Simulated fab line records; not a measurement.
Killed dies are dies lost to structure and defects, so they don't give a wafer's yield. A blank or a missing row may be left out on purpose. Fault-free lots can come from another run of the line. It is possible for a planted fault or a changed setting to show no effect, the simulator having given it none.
fab line records	flow n5_finfet
record: lots: 24	wafers: 72	last_day: 19
route steps=1938 shown BEOL_M2@906 BEOL_M3@944
lots that met no fault: taken from a fault-free run of the same line
start_h: start of the lot's first displayed wafer, in hours after the record's first day	wait_h: time in hours since the lot's previous step	" as in the row above	L1.1+2: several wafers, shown together as one row	- no value, or no start was given	* or withheld: withheld	< > ~ a bound
route shown NAME@n: a module of which the file shows steps, and the number in the route of the first	usual: mean/standard deviation of fault-free wafers	same: alike in all rows	chamber/n: place in a boat	sites: the reading at each site	_std_site: the standard deviation of these	_edge_site: mean of outer sites minus mean of inner sites	radius_mm: for every site, how far away it sits from the centre of the wafer	mask NAME#n: copy n	behind: the last tool/chamber to shape the wafer	hold: what put the lot on hold/how long, in hours/how the hold closed	device: whichever transistor did not switch (one of n, p or np)	end of line: at the end of the route, the tests of the same wafers	step lacking rows: just its recipe	killed: not the wafer's yield, but the dies lost to structure and defects at the first sort	map: a wafer's dies, x killed, . not, _ none there
set.NAME: the setting the step ran with; set.NAME@STEP: the setting that earlier step ran with	model.NAME: the simulator's own value behind a step, which no gauge read
one table for each step of the route and one row for each wafer, over a sample of lots
services: from which hour (start_h, from the record's first day; less than 0 if before it) a tool's chamber was out of use, for how many hours, and why
== steps ==
step: N5_BEOL_M2_SPUTTER_79
recipe: material: Cu	target_thk_a: 45	temp_c: -20	chamber_pressure_pa: 0.07	power_w: withheld	time_s: 8.29
usual: throttle_valve_pct: 29.9/0.73
lot.wafer	tool	chamber	start_h	wait_h	throttle_valve_pct
L074.4	pvd_sputter-01	-	151.49	0.1	30.2
L074.5	"	-	"	"	30.4
L074.6	"	-	"	"	29.9
L075.1	pvd_sputter-01	-	154.51	0.1	30.7
L075.2	"	-	"	"	30.9
L075.6	"	-	"	"	29.9
L077.1	pvd_sputter-02	-	158.98	0.1	29.8
L077.2	"	-	"	"	29.5
L077.3	"	-	"	"	30.4
L076.3	pvd_sputter-03	-	159.16	0.1	28.9
L076.4	"	-	"	"	29.0
L076.6	"	-	"	"	30.7
L079.1	pvd_sputter-02	-	172.91	0.1	30.2
L079.3	"	-	"	"	29.5
L079.4	"	-	"	"	30.2
L078.2	pvd_sputter-02	-	180.54	0.1	29.9
L078.3	"	-	"	"	29.6
L078.6	"	-	"	"	30.9
L081.1	pvd_sputter-02	-	197.26	0.1	31.1
L081.4	"	-	"	"	29.1
L081.5	"	-	"	"	29.4
L080.1	pvd_sputter-03	-	200.54	0.1	31.2
L080.4	"	-	"	"	28.9
L080.5	"	-	"	"	29.9
L083.2	pvd_sputter-03	-	206.05	0.1	29.9
L083.5	"	-	"	"	30.0
L083.6	"	-	"	"	28.9
L082.1	pvd_sputter-03	-	220.32	0.1	29.1
L082.3	"	-	"	"	30.1
L082.4	"	-	"	"	28.8
L084.1	pvd_sputter-02	-	224.91	0.1	31.0
L084.3	"	-	"	"	29.8
L084.6	"	-	"	"	29.6
L085.2	pvd_sputter-03	-	231.35	0.1	29.1
L085.4	"	-	"	"	31.2
L085.5	"	-	"	"	30.0
L086.1	pvd_sputter-02	-	231.61	0.1	29.8
L086.2	"	-	"	"	29.0
L086.3	"	-	"	"	31.1
L087.1	pvd_sputter-01	-	240.71	0.1	29.8
L087.4	"	-	"	"	30.6
L087.5	"	-	"	"	30.5
L088.1	pvd_sputter-02	-	250.39	0.1	29.4
L088.4	"	-	"	"	30.1
L088.5	"	-	"	"	30.1
L090.2	pvd_sputter-03	-	256.69	0.1	28.7
L090.3	"	-	"	"	29.9
L090.6	"	-	"	"	29.1
L089.1	pvd_sputter-02	-	260.30	0.1	30.7
L089.3	"	-	"	"	30.0
L089.6	"	-	"	"	30.7
L091.4	pvd_sputter-03	-	261.85	0.1	28.6
L091.5	"	-	"	"	31.2
L091.6	"	-	"	"	28.6
L092.1	pvd_sputter-02	-	269.94	0.1	29.3
L092.3	"	-	"	"	30.0
L092.6	"	-	"	"	29.1
L093.2	pvd_sputter-01	-	276.47	0.1	30.3
L093.4	"	-	"	"	30.2
L093.6	"	-	"	"	30.4
L094.4	pvd_sputter-03	-	281.23	0.1	29.9
L094.5	"	-	"	"	30.1
L094.6	"	-	"	"	28.7
L095.1	pvd_sputter-03	-	290.21	0.1	31.3
L095.2	"	-	"	"	29.0
L095.4	"	-	"	"	30.1
L096.2	pvd_sputter-01	-	296.48	0.1	30.6
L096.5	"	-	"	"	30.1
L096.6	"	-	"	"	30.9
L097.2	pvd_sputter-01	-	298.94	0.1	30.6
L097.4	"	-	"	"	29.7
L097.6	"	-	"	"	30.0
step: N5_BEOL_M2_ANNEAL_89
recipe: temp_c: 400	time_s: 240	ambient: vacuum
usual: heater_power_w: 808/48
lot.wafer	tool	chamber	start_h	wait_h	heater_power_w
L074.4	pvd_sputter-01	-	152.23	0.0	894
L074.5	"	-	"	"	808
L074.6	"	-	"	"	827
L075.1	pvd_sputter-01	-	155.25	0.0	899
L075.2	"	-	"	"	813
L075.6	"	-	"	"	829
L077.1	pvd_sputter-02	-	159.72	0.0	704
L077.2	"	-	"	"	778
L077.3	"	-	"	"	758
L076.3	pvd_sputter-03	-	159.90	0.0	799
L076.4	"	-	"	"	847
L076.6	"	-	"	"	780
L079.1	pvd_sputter-02	-	173.65	0.0	781
L079.3	"	-	"	"	734
L079.4	"	-	"	"	776
L078.2	pvd_sputter-02	-	181.28	0.0	763
L078.3	"	-	"	"	771
L078.6	"	-	"	"	818
L081.1	pvd_sputter-02	-	198.00	0.0	817
L081.4	"	-	"	"	773
L081.5	"	-	"	"	777
L080.1	pvd_sputter-03	-	201.28	0.0	809
L080.4	"	-	"	"	809
L080.5	"	-	"	"	857
L083.2	pvd_sputter-03	-	206.79	0.0	864
L083.5	"	-	"	"	863
L083.6	"	-	"	"	825
L082.1	pvd_sputter-03	-	221.06	0.0	809
L082.3	"	-	"	"	876
L082.4	"	-	"	"	846
L084.1	pvd_sputter-02	-	225.65	0.0	827
L084.3	"	-	"	"	698
L084.6	"	-	"	"	707
L085.2	pvd_sputter-03	-	232.09	0.0	855
L085.4	"	-	"	"	806
L085.5	"	-	"	"	858
L086.1	pvd_sputter-02	-	232.35	0.0	786
L086.2	"	-	"	"	770
L086.3	"	-	"	"	845
L087.1	pvd_sputter-01	-	241.45	0.0	835
L087.4	"	-	"	"	799
L087.5	"	-	"	"	891
L088.1	pvd_sputter-02	-	251.13	0.0	776
L088.4	"	-	"	"	744
L088.5	"	-	"	"	772
L090.2	pvd_sputter-03	-	257.43	0.0	801
L090.3	"	-	"	"	862
L090.6	"	-	"	"	861
L089.1	pvd_sputter-02	-	261.04	0.0	822
L089.3	"	-	"	"	755
L089.6	"	-	"	"	818
L091.4	pvd_sputter-03	-	262.59	0.0	800
L091.5	"	-	"	"	802
L091.6	"	-	"	"	823
L092.1	pvd_sputter-02	-	270.68	0.0	766
L092.3	"	-	"	"	786
L092.6	"	-	"	"	769
L093.2	pvd_sputter-01	-	277.21	0.0	880
L093.4	"	-	"	"	834
L093.6	"	-	"	"	788
L094.4	pvd_sputter-03	-	281.97	0.0	868
L094.5	"	-	"	"	841
L094.6	"	-	"	"	794
L095.1	pvd_sputter-03	-	290.95	0.0	820
L095.2	"	-	"	"	803
L095.4	"	-	"	"	858
L096.2	pvd_sputter-01	-	297.22	0.0	869
L096.5	"	-	"	"	815
L096.6	"	-	"	"	803
L097.2	pvd_sputter-01	-	299.68	0.0	873
L097.4	"	-	"	"	849
L097.6	"	-	"	"	813
step: N5_BEOL_M3_CD_MEAS_11
recipe: target_cd_nm: 17.05	landing_energy_ev: 500	detector: se_inlens	polarity: opening
usual: cd_nm: 16.86/0.27
lot.wafer	tool	chamber	start_h	wait_h	cd_nm
L074.4	cd_sem-02	0	156.18	-	16.84
L074.5	"	0	"	"	17.11
L074.6	"	0	"	"	16.72
L075.1	cd_sem-02	0	161.40	-	16.86
L075.2	"	0	"	"	17.14
L075.6	"	0	"	"	16.74
L077.1	cd_sem-03	0	162.88	-	16.89
L077.2	"	0	"	"	17.37
L077.3	"	0	"	"	17.11
L076.3	cd_sem-01	0	164.56	-	17.17
L076.4	"	0	"	"	16.76
L076.6	"	0	"	"	16.52
L079.1	cd_sem-01	0	178.69	-	17.22
L079.3	"	0	"	"	16.36
L079.4	"	0	"	"	16.76
L078.2	cd_sem-03	0	184.97	-	16.85
L078.3	"	0	"	"	16.87
L078.6	"	0	"	"	16.80
L081.1	cd_sem-02	0	202.83	-	17.29
L081.4	"	0	"	"	16.61
L081.5	"	0	"	"	16.78
L080.1	cd_sem-01	0	204.53	-	16.77
L080.4	"	0	"	"	16.51
L080.5	"	0	"	"	16.54
L083.2	cd_sem-02	0	209.98	-	16.22
L083.5	"	0	"	"	16.89
L083.6	"	0	"	"	16.28
L082.1	cd_sem-01	0	224.53	-	16.29
L082.3	"	0	"	"	17.06
L082.4	"	0	"	"	17.52
L084.1	cd_sem-02	0	228.11	-	16.57
L084.3	"	0	"	"	17.15
L084.6	"	0	"	"	16.28
L085.2	cd_sem-01	0	235.33	-	17.02
L085.4	"	0	"	"	16.83
L085.5	"	0	"	"	17.21
L086.1	cd_sem-01	0	236.00	-	17.09
L086.2	"	0	"	"	16.53
L086.3	"	0	"	"	16.45
L087.1	cd_sem-02	0	244.44	-	17.13
L087.4	"	0	"	"	16.46
L087.5	"	0	"	"	16.84
L088.1	cd_sem-03	0	254.85	-	17.00
L088.4	"	0	"	"	16.87
L088.5	"	0	"	"	16.74
L090.2	cd_sem-02	0	262.36	-	17.00
L090.3	"	0	"	"	17.12
L090.6	"	0	"	"	16.95
L089.1	cd_sem-01	0	266.06	-	16.60
L089.3	"	0	"	"	16.44
L089.6	"	0	"	"	16.72
L091.4	cd_sem-02	0	266.46	-	17.22
L091.5	"	0	"	"	17.12
L091.6	"	0	"	"	17.36
L092.1	cd_sem-01	0	275.32	-	16.82
L092.3	"	0	"	"	16.89
L092.6	"	0	"	"	17.17
L093.2	cd_sem-01	0	279.94	-	16.66
L093.4	"	0	"	"	16.70
L093.6	"	0	"	"	16.93
L094.4	cd_sem-03	0	284.80	-	16.87
L094.5	"	0	"	"	17.28
L094.6	"	0	"	"	16.71
L095.1	cd_sem-02	0	295.55	-	17.04
L095.2	"	0	"	"	17.28
L095.4	"	0	"	"	16.90
L096.2	cd_sem-02	0	302.34	-	17.00
L096.5	"	0	"	"	17.07
L096.6	"	0	"	"	16.68
L097.2	cd_sem-01	0	302.84	-	17.10
L097.4	"	0	"	"	16.48
L097.6	"	0	"	"	16.43
step: N5_BEOL_M3_OVL_MEAS_12
recipe: points_per_wafer: 522
usual: M3_OVL: 0.1/0.76
lot.wafer	tool	chamber	start_h	wait_h	M3_OVL[nm]
L074.4	overlay-01	0	156.22	0.0	0.0
L074.5	"	0	"	"	0.8
L074.6	"	0	"	"	0.9
L075.1	overlay-01	0	161.43	0.0	-1.6
L075.2	"	0	"	"	-1.3
L075.6	"	0	"	"	-0.5
L077.1	overlay-02	0	162.91	0.0	0.0
L077.2	"	0	"	"	-0.1
L077.3	"	0	"	"	1.0
L076.3	overlay-02	0	164.60	0.0	-0.2
L076.4	"	0	"	"	0.0
L076.6	"	0	"	"	0.1
L079.1	overlay-01	0	178.72	0.0	0.3
L079.3	"	0	"	"	-1.1
L079.4	"	0	"	"	-0.5
L078.2	overlay-02	0	185.00	0.0	0.4
L078.3	"	0	"	"	-0.2
L078.6	"	0	"	"	-0.7
L081.1	overlay-01	0	202.86	0.0	0.0
L081.4	"	0	"	"	-0.8
L081.5	"	0	"	"	-0.3
L080.1	overlay-01	0	204.56	0.0	0.2
L080.4	"	0	"	"	0.1
L080.5	"	0	"	"	0.3
L083.2	overlay-01	0	210.01	0.0	-0.8
L083.5	"	0	"	"	0.5
L083.6	"	0	"	"	0.6
L082.1	overlay-01	0	224.56	0.0	0.0
L082.3	"	0	"	"	0.5
L082.4	"	0	"	"	-0.2
L084.1	overlay-02	0	228.14	0.0	0.1
L084.3	"	0	"	"	0.8
L084.6	"	0	"	"	-0.1
L085.2	overlay-02	0	235.36	0.0	1.4
L085.4	"	0	"	"	0.7
L085.5	"	0	"	"	0.7
L086.1	overlay-02	0	236.03	0.0	-0.4
L086.2	"	0	"	"	-0.1
L086.3	"	0	"	"	0.6
L087.1	overlay-02	0	244.47	0.0	1.2
L087.4	"	0	"	"	1.1
L087.5	"	0	"	"	1.0
L088.1	overlay-01	0	254.88	0.0	-0.5
L088.4	"	0	"	"	-0.8
L088.5	"	0	"	"	-0.1
L090.2	overlay-02	0	262.39	0.0	-0.4
L090.3	"	0	"	"	-0.7
L090.6	"	0	"	"	-0.7
L089.1	overlay-01	0	266.09	0.0	0.7
L089.3	"	0	"	"	0.6
L089.6	"	0	"	"	0.9
L091.4	overlay-02	0	266.50	0.0	-0.5
L091.5	"	0	"	"	-0.8
L091.6	"	0	"	"	0.3
L092.1	overlay-02	0	275.35	0.0	-1.0
L092.3	"	0	"	"	-1.4
L092.6	"	0	"	"	-0.2
L093.2	overlay-01	0	279.97	0.0	0.0
L093.4	"	0	"	"	-0.2
L093.6	"	0	"	"	-0.6
L094.4	overlay-01	0	284.84	0.0	-0.4
L094.5	"	0	"	"	-0.1
L094.6	"	0	"	"	-0.7
L095.1	overlay-01	0	295.58	0.0	-0.8
L095.2	"	0	"	"	-0.1
L095.4	"	0	"	"	0.0
L096.2	overlay-02	0	302.37	0.0	0.5
L096.5	"	0	"	"	0.8
L096.6	"	0	"	"	1.9
L097.2	overlay-02	0	302.87	0.0	0.3
L097.4	"	0	"	"	-0.3
L097.6	"	0	"	"	0.0
step: N5_BEOL_M3_DESCUM_16
recipe: chemistry: O2	time_s: 7	source_power_w: 50	bias_power_w: 20	pressure_mtorr: 20	rf_frequency_hz: 2.712e+07	temp_c: 40	resist: CAR-EUV	o2_flow_sccm: 225
usual: chamber_pressure_mTorr: 20.000/0.019	drypump_motor_current_A: 5.5/0.37	oes_product_au: 0.83/0.084	rf_vpp_V: 243.2/1.3	showerhead_plenum_p_Torr: 2.09/0.056	throttle_valve_pct: 20.37/0.23
lot.wafer	tool	chamber	start_h	wait_h	chamber_pressure_mTorr	drypump_motor_current_A	oes_product_au	rf_hours_counter_h	rf_vpp_V	showerhead_plenum_p_Torr	throttle_valve_pct
L074.4	rie_diel-01	3	156.44	0.2	19.976	5.3	0.86	-	243.8	2.10	20.25
L074.5	"	2	"	"	20.010	5.1	0.87	-	244.1	2.10	20.31
L074.6	"	1	"	"	19.992	5.7	0.77	-	242.9	2.19	20.50
L075.1	rie_diel-06	0	161.52	0.0	19.996	5.5	0.74	174	240.9	2.00	20.88
L075.2	"	2	"	"	20.005	5.3	0.86	47	242.6	2.14	20.13
L075.6	"	1	"	"	19.981	5.7	0.71	-	241.5	2.05	20.27
L077.1	rie_diel-01	2	163.00	0.0	20.007	5.1	0.88	63	242.3	2.10	20.29
L077.2	"	3	"	"	20.015	5.3	0.86	84	241.9	2.10	20.26
L077.3	"	1	"	"	19.989	5.7	0.77	146	244.7	2.19	20.49
L076.3	rie_diel-06	3	165.02	0.4	20.005	4.9	0.73	176	241.6	2.05	20.35
L076.4	"	1	"	"	19.995	5.8	0.69	230	243.0	2.05	20.27
L076.6	"	2	"	"	19.976	5.3	0.86	-	244.2	2.14	20.17
L079.1	rie_diel-04	2	178.81	0.0	20.004	5.6	0.76	141	240.9	2.00	20.27
L079.3	"	1	"	"	20.009	5.6	0.69	242	245.6	2.15	20.85
L079.4	"	3	"	"	20.004	5.2	0.98	5	242.6	2.06	20.27
L078.2	rie_diel-04	3	185.09	0.0	20.014	5.2	0.96	7	240.9	2.06	20.30
L078.3	"	2	"	"	19.986	5.6	0.76	143	241.1	2.00	20.27
L078.6	"	3	"	"	19.976	5.2	0.94	-	242.8	2.06	20.29
L081.1	rie_diel-01	1	202.96	0.0	20.013	5.7	0.76	158	244.3	2.18	20.52
L081.4	"	2	"	"	19.958	5.1	0.85	77	243.2	2.10	20.33
L081.5	"	0	"	"	20.021	6.3	0.95	-	243.0	2.05	19.97
L080.1	rie_diel-01	3	204.66	0.0	19.986	5.3	0.85	98	242.5	2.09	20.26
L080.4	"	2	"	"	19.998	5.1	0.85	77	244.6	2.10	20.32
L080.5	"	2	"	"	20.003	5.1	0.85	-	242.8	2.10	20.31
L083.2	rie_diel-01	1	210.10	0.0	19.996	5.8	0.75	160	244.1	2.18	20.54
L083.5	"	2	"	"	20.016	5.1	0.84	-	243.6	2.10	20.30
L083.6	"	1	"	"	19.993	5.7	0.75	-	243.7	2.18	20.52
L082.1	rie_diel-04	2	224.67	0.1	20.003	5.6	0.74	157	241.2	1.99	20.28
L082.3	"	0	"	"	19.966	5.3	0.69	243	244.0	2.14	20.88
L082.4	"	3	"	"	20.010	5.2	0.91	-	242.6	2.05	20.32
L084.1	rie_diel-01	3	228.34	0.1	19.993	5.3	0.83	106	242.7	2.09	20.28
L084.3	"	1	"	"	20.013	5.8	0.75	166	243.6	2.18	20.55
L084.6	"	1	"	"	20.033	5.8	0.75	-	244.9	2.18	20.55
L085.2	rie_diel-04	0	235.45	0.0	20.020	5.3	0.69	247	242.3	2.14	20.90
L085.4	"	1	"	"	19.993	5.6	0.98	3	243.4	2.15	20.45
L085.5	"	3	"	"	20.019	5.1	0.91	-	242.6	2.05	20.32
L086.1	rie_diel-01	3	236.13	0.0	19.995	5.3	0.83	108	242.8	2.09	20.28
L086.2	"	2	"	"	19.980	5.1	0.84	85	241.9	2.09	20.31
L086.3	"	0	"	"	19.982	6.3	0.92	23	241.4	2.05	19.99
L087.1	rie_diel-04	3	244.59	0.1	19.994	5.1	0.91	28	241.4	2.05	20.32
L087.4	"	1	"	"	19.993	5.6	0.97	6	244.8	2.14	20.47
L087.5	"	0	"	"	20.008	5.3	0.68	-	243.9	2.14	20.91
L088.1	rie_diel-04	2	255.02	0.1	19.993	5.6	0.73	168	242.1	1.99	20.30
L088.4	"	3	"	"	20.028	5.2	0.90	-	243.4	2.05	20.34
L088.5	"	2	"	"	19.987	5.6	0.72	-	240.4	1.99	20.31
L090.2	rie_diel-01	3	262.48	0.0	20.010	5.3	0.82	116	242.7	2.08	20.31
L090.3	"	1	"	"	20.020	5.8	0.74	179	245.3	2.17	20.56
L090.6	"	2	"	"	19.981	5.1	0.82	-	244.6	2.09	20.35
L089.1	rie_diel-01	2	266.18	0.0	19.997	5.1	0.82	96	243.2	2.09	20.35
L089.3	"	3	"	"	19.998	5.2	0.82	117	242.5	2.08	20.30
L089.6	"	0	"	"	20.017	6.3	0.90	-	243.4	2.04	19.99
L091.4	rie_diel-01	2	266.88	0.3	19.998	5.1	0.83	97	243.8	2.09	20.34
L091.5	"	0	"	"	19.977	6.3	0.89	-	241.5	2.04	20.00
L091.6	"	3	"	"	19.968	5.3	0.81	-	242.3	2.08	20.28
L092.1	rie_diel-04	0	275.44	0.0	19.998	5.3	0.94	5	244.3	2.14	20.49
L092.3	"	3	"	"	19.993	5.1	0.88	42	242.3	2.05	20.33
L092.6	"	0	"	"	19.999	5.3	0.94	-	244.6	2.14	20.49
L093.2	rie_diel-04	3	280.12	0.1	19.994	5.2	0.88	44	242.5	2.05	20.36
L093.4	"	1	"	"	20.019	5.6	0.93	-	244.5	2.14	20.49
L093.6	"	3	"	"	19.999	5.2	0.87	-	240.8	2.05	20.36
L094.4	rie_diel-04	0	284.94	0.0	19.997	5.3	0.93	-	244.9	2.14	20.49
L094.5	"	1	"	"	20.003	5.6	0.92	-	244.1	2.14	20.48
L094.6	"	3	"	"	19.976	5.2	0.87	-	241.7	2.05	20.36
L095.1	rie_diel-06	2	295.67	0.0	20.000	5.3	0.82	91	241.7	2.13	20.21
L095.2	"	3	"	"	20.020	4.9	0.70	219	243.2	2.04	20.41
L095.4	"	0	"	"	20.023	5.5	0.72	211	240.0	1.99	20.92
L096.2	rie_diel-01	2	302.46	0.0	20.000	5.1	0.82	106	243.2	2.09	20.36
L096.5	"	3	"	"	19.998	5.3	0.80	-	242.2	2.08	20.32
L096.6	"	2	"	"	19.991	5.1	0.82	-	243.3	2.09	20.36
L097.2	rie_diel-01	1	302.97	0.0	20.010	5.8	0.74	191	244.8	2.17	20.57
L097.4	"	0	"	"	20.027	6.4	0.88	44	242.9	2.04	20.03
L097.6	"	2	"	"	19.978	5.1	0.81	-	244.4	2.09	20.37
step: N5_BEOL_M3_ETCH_64
recipe: chemistry: N2/H2	target: SOC	target_depth_a: 750	overetch_a: 150	mask_material: SiARC	temp_c: 40	time_s: 112.5	ion_energy_ev: 200	pressure_mtorr: 30	source_w: 840	bias_w: 150	n2_flow_sccm: 200	h2_flow_sccm: 200
usual: chamber_pressure_mTorr: 30.000/0.027	drypump_motor_current_A: 5.5/0.38	oes_product_au: 0.65/0.061	rf_vpp_V: 524.2/2	showerhead_plenum_p_Torr: 2.55/0.07	throttle_valve_pct: 17.8/0.31
lot.wafer	tool	chamber	start_h	wait_h	chamber_pressure_mTorr	drypump_motor_current_A	oes_product_au	rf_hours_counter_h	rf_vpp_V	showerhead_plenum_p_Torr	throttle_valve_pct
L074.4	rie_diel-01	3	156.55	0.1	29.993	5.3	0.67	-	525.2	2.58	17.9
L074.5	"	2	"	"	30.020	5.1	0.68	-	525.3	2.58	17.9
L074.6	"	1	"	"	30.018	5.8	0.62	-	526.9	2.65	17.9
L075.1	rie_diel-06	0	161.60	0.0	30.008	5.5	0.58	174	521.2	2.43	18.3
L075.2	"	2	"	"	30.006	5.3	0.67	47	524.5	2.58	17.4
L075.6	"	1	"	"	29.948	5.8	0.55	-	523.4	2.49	17.6
L077.1	rie_diel-01	2	163.08	0.0	29.949	5.1	0.67	63	525.4	2.58	17.9
L077.2	"	3	"	"	29.977	5.3	0.66	84	523.8	2.58	17.9
L077.3	"	1	"	"	30.032	5.8	0.61	146	527.9	2.65	17.9
L076.3	rie_diel-06	3	165.10	0.0	29.952	4.9	0.59	176	524.2	2.53	17.9
L076.4	"	1	"	"	30.046	5.8	0.55	230	523.7	2.48	17.6
L076.6	"	2	"	"	29.980	5.3	0.67	-	525.5	2.58	17.4
L079.1	rie_diel-04	2	178.89	0.0	30.009	5.6	0.59	141	523.2	2.43	17.8
L079.3	"	1	"	"	30.011	5.6	0.54	242	525.9	2.59	18.1
L079.4	"	3	"	"	29.978	5.1	0.75	5	522.9	2.52	17.8
L078.2	rie_diel-04	3	185.17	0.0	29.991	5.2	0.74	7	524.4	2.52	17.8
L078.3	"	2	"	"	29.982	5.6	0.60	143	518.8	2.43	17.8
L078.6	"	3	"	"	29.964	5.1	0.74	-	523.4	2.52	17.8
L081.1	rie_diel-01	1	203.04	0.0	29.987	5.8	0.61	158	527.1	2.65	17.9
L081.4	"	2	"	"	30.006	5.1	0.66	77	524.5	2.57	17.9
L081.5	"	0	"	"	29.995	6.3	0.74	-	522.4	2.46	17.1
L080.1	rie_diel-01	3	204.74	0.0	30.019	5.3	0.66	98	524.4	2.58	17.9
L080.4	"	2	"	"	30.027	5.1	0.66	77	524.4	2.57	17.9
L080.5	"	2	"	"	30.016	5.1	0.65	-	524.8	2.57	17.9
L083.2	rie_diel-01	1	210.18	0.0	30.034	5.8	0.60	160	526.3	2.64	17.9
L083.5	"	2	"	"	30.020	5.1	0.66	-	525.6	2.57	17.9
L083.6	"	1	"	"	30.030	5.8	0.60	-	526.9	2.64	17.9
L082.1	rie_diel-04	2	224.75	0.0	29.987	5.6	0.59	157	521.1	2.43	17.8
L082.3	"	0	"	"	30.010	5.3	0.55	243	526.6	2.63	18.5
L082.4	"	3	"	"	29.986	5.2	0.72	-	523.0	2.51	17.8
L084.1	rie_diel-01	3	228.42	0.0	30.008	5.3	0.66	106	524.6	2.57	18.0
L084.3	"	1	"	"	30.083	5.7	0.59	166	527.3	2.64	17.9
L084.6	"	1	"	"	30.048	5.7	0.60	-	528.6	2.64	17.9
L085.2	rie_diel-04	0	235.53	0.0	30.030	5.3	0.54	247	527.8	2.63	18.5
L085.4	"	1	"	"	29.968	5.6	0.77	3	524.4	2.59	17.7
L085.5	"	3	"	"	30.033	5.1	0.70	-	522.5	2.51	17.8
L086.1	rie_diel-01	3	236.20	0.0	29.990	5.3	0.64	108	525.4	2.57	18.0
L086.2	"	2	"	"	30.021	5.1	0.65	85	525.7	2.57	18.0
L086.3	"	0	"	"	29.973	6.4	0.73	23	522.0	2.45	17.1
L087.1	rie_diel-04	3	244.67	0.0	30.032	5.2	0.70	28	523.1	2.51	17.8
L087.4	"	1	"	"	29.987	5.7	0.75	6	524.7	2.59	17.7
L087.5	"	0	"	"	30.007	5.3	0.54	-	525.2	2.62	18.5
L088.1	rie_diel-04	2	255.10	0.0	30.036	5.6	0.57	168	521.6	2.42	17.8
L088.4	"	3	"	"	29.992	5.1	0.69	-	522.5	2.51	17.8
L088.5	"	2	"	"	30.015	5.6	0.58	-	520.9	2.42	17.8
L090.2	rie_diel-01	3	262.56	0.0	30.000	5.3	0.64	116	525.5	2.57	18.0
L090.3	"	1	"	"	30.005	5.8	0.59	179	527.9	2.64	18.0
L090.6	"	2	"	"	29.992	5.1	0.63	-	524.1	2.57	18.0
L089.1	rie_diel-01	2	266.26	0.0	30.028	5.1	0.64	96	525.2	2.56	18.0
L089.3	"	3	"	"	29.983	5.3	0.63	118	524.8	2.57	18.0
L089.6	"	0	"	"	30.013	6.4	0.70	-	521.9	2.45	17.2
L091.4	rie_diel-01	2	266.96	0.0	29.959	5.1	0.64	97	523.2	2.56	18.0
L091.5	"	0	"	"	30.039	6.4	0.70	-	521.4	2.45	17.2
L091.6	"	3	"	"	30.036	5.3	0.64	-	524.4	2.57	18.0
L092.1	rie_diel-04	0	275.52	0.0	29.993	5.3	0.74	5	524.3	2.62	18.1
L092.3	"	3	"	"	30.092	5.1	0.68	42	523.0	2.50	17.8
L092.6	"	0	"	"	30.010	5.3	0.74	-	524.5	2.62	18.1
L093.2	rie_diel-04	3	280.20	0.0	30.024	5.1	0.68	44	521.6	2.50	17.9
L093.4	"	1	"	"	30.012	5.6	0.72	-	527.0	2.58	17.7
L093.6	"	3	"	"	30.021	5.1	0.68	-	522.0	2.50	17.9
L094.4	rie_diel-04	0	285.05	0.1	29.954	5.3	0.72	-	527.2	2.62	18.1
L094.5	"	1	"	"	30.012	5.6	0.72	-	524.4	2.58	17.7
L094.6	"	3	"	"	29.996	5.1	0.68	-	521.9	2.50	17.8
L095.1	rie_diel-06	2	295.75	0.0	29.959	5.4	0.63	91	524.5	2.56	17.5
L095.2	"	3	"	"	29.969	4.9	0.56	219	523.4	2.51	17.9
L095.4	"	0	"	"	30.010	5.5	0.56	211	520.2	2.41	18.4
L096.2	rie_diel-01	2	302.54	0.0	29.981	5.1	0.64	107	524.2	2.56	18.0
L096.5	"	3	"	"	30.055	5.3	0.63	-	523.7	2.56	18.0
L096.6	"	2	"	"	29.990	5.1	0.63	-	524.7	2.56	18.0
L097.2	rie_diel-01	1	303.05	0.0	30.035	5.8	0.59	191	526.0	2.63	18.0
L097.4	"	0	"	"	30.022	6.3	0.69	44	521.7	2.44	17.2
L097.6	"	2	"	"	30.006	5.1	0.63	-	523.9	2.56	18.0
== services ==
tool	chamber	start_h	hours	kind
rie_diel-04	3	133.98	-	clean
rie_diel-04	3	133.98	-	consumable_replace:focus_ring
rie_diel-04	3	133.98	22.4	scheduled_down
rie_diel-04	3	133.98	22.4	vent_cycle
rie_diel-01	0	136.49	4.9	repair
pvd_sputter-03	-	138.56	1.3	repair
rie_diel-01	0	141.71	-	clean
rie_diel-01	0	141.71	-	consumable_replace:focus_ring
rie_diel-01	0	141.71	21.7	scheduled_down
rie_diel-01	0	141.71	21.7	vent_cycle
rie_diel-06	0	168.69	3.0	repair
pvd_sputter-03	-	178.82	0.5	repair
rie_diel-04	1	202.99	-	clean
rie_diel-04	1	202.99	-	consumable_replace:focus_ring
rie_diel-04	1	202.99	23.3	scheduled_down
rie_diel-04	1	202.99	23.3	vent_cycle
rie_diel-01	2	227.08	5.1	repair
rie_diel-06	1	234.66	-	clean
rie_diel-06	1	234.66	-	consumable_replace:focus_ring
rie_diel-01	3	236.89	6.2	repair
rie_diel-04	0	247.43	-	clean
rie_diel-04	0	247.43	-	consumable_replace:focus_ring
rie_diel-04	2	263.90	132.0	repair
rie_diel-04	0	299.51	10.4	repair
== key ==
fault none
